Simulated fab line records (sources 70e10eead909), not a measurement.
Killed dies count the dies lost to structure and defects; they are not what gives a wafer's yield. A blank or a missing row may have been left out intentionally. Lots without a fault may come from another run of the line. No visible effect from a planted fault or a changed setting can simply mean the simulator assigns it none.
Which tool did it? | flow nand harc | 36 wafers from 12 lots sampled at 4 of the route's 1159 steps

== WHAT THE GAUGES SHOWED, per wafer ==
NHARC_A_M0_INSPECT_11.
lot  | measured     | on                | raw defect count
L077 | day 17 18:43 | defect inspect-01 | 12 17 17
L074 | day 17 21:20 | defect inspect-02 | 34 43 42
L075 | day 18 16:35 | defect inspect-02 | 30 30 15
L081 | day 19 17:51 | defect inspect-02 | 29 30 24
L082 | day 20 00:13 | defect inspect-02 | 45 32 36
L085 | day 20 20:20 | defect inspect-01 | 30 33 32
L086 | day 21 07:43 | defect inspect-02 | 22 30 42
L090 | day 21 15:25 | defect inspect-02 | 48 48 45
L089 | day 21 20:17 | defect inspect-01 | 30 38 29
L093 | day 22 02:10 | defect inspect-02 | 26 34 20
L095 | day 23 02:22 | defect inspect-02 | 41 48 46
L097 | day 23 06:38 | defect inspect-02 | 13 15 18

== TOOL THAT RAN EACH LOT (tool first, then ch and the chambers of the sampled wafers, then the start) ==
lot  | NHARC_A_CONTACT_STRIP_26                      | NHARC_A_CONTACT_CMP_20        | NHARC_A_BLC_ETCH_16
L077 | rie diel-02 ch 0,1,3, day 17 13:44 or earlier | cmp-02 ch 1,2,3, day 17 13:44 | rie diel-08 ch 0,1,2, day 17 14:55
L074 | rie diel-12 ch 1,2,3, day 17 15:53 or earlier | cmp-02 ch 0,2,3, day 17 15:53 | rie diel-04 ch 0,1,3, day 17 17:04
L075 | rie diel-12 ch 1,2,3, day 18 11:32 or earlier | cmp-01 ch 1,2,3, day 18 11:32 | rie diel-04 ch 2,3, day 18 12:41
L081 | rie diel-12 ch 1,2,3, day 19 10:24 or earlier | cmp-01 ch 0,1,3, day 19 10:24 | rie diel-08 ch 1,2,3, day 19 11:37
L082 | rie diel-12 ch 1,2, day 19 14:45 or earlier   | cmp-01 ch 1,2,3, day 19 14:45 | rie diel-08 ch 0,2,3, day 19 15:49
L085 | rie diel-12 ch 1,2,3, day 20 15:13 or earlier | cmp-01 ch 0,1,2, day 20 15:13 | rie diel-08 ch 0,1, day 20 16:20
L086 | rie diel-03 ch 0,2,3, day 21 00:25 or earlier | cmp-03 ch 0,1,3, day 21 00:25 | rie diel-04 ch 0,2,3, day 21 01:35
L090 | rie diel-12 ch 0,1,2, day 21 07:14 or earlier | cmp-02 ch 0,1,2, day 21 07:14 | rie diel-08 ch 0,2,3, day 21 08:24
L089 | rie diel-02 ch 0,2,3, day 21 13:11 or earlier | cmp-01 ch 1,2,3, day 21 13:11 | rie diel-08 ch 1,2, day 21 14:11
L093 | rie diel-02 ch 0,1, day 21 19:28 or earlier   | cmp-03 ch 0,3, day 21 19:28   | rie diel-08 ch 0,1,3, day 21 20:32
L095 | rie diel-12 ch 0,1, day 22 17:13 or earlier   | cmp-03 ch 1,3, day 22 17:13   | rie diel-08 ch 1,2,3, day 22 18:23
L097 | rie diel-12 ch 1,2, day 22 19:21 or earlier   | cmp-03 ch 0,1, day 22 19:21   | rie diel-08 ch 0,2,3, day 22 20:28
- NHARC_A_CONTACT_STRIP_26: strips in O2.
- NHARC_A_CONTACT_CMP_20: polishes, t overpolish 30 s, target thk 300 nm.
- NHARC_A_BLC_ETCH_16: etches the open film in CF4, target depth 39 nm, time 65 s.

== THE ANSWER, worked out from the rows above alone ==
Rule: the lots themselves supply what counts as usual. The widest of any qualifying gaps counts: lots, ordered by their means at a reading, are off when they make up no more than a third of the lots, leave a main group of 4 or more, and stand apart from it by 3 or more times the standard deviation of that group's means. If all means in a main group match to the digits the tables above print for the reading, that group is not used. Also off: a lot with no number at a reading for which 4 or more lots have one. The other lots that the step has rows for count as sound.
None of the lots is off at any reading shown; this tells nothing.

== WHAT THE SIMULATOR HAD INSERTED ==
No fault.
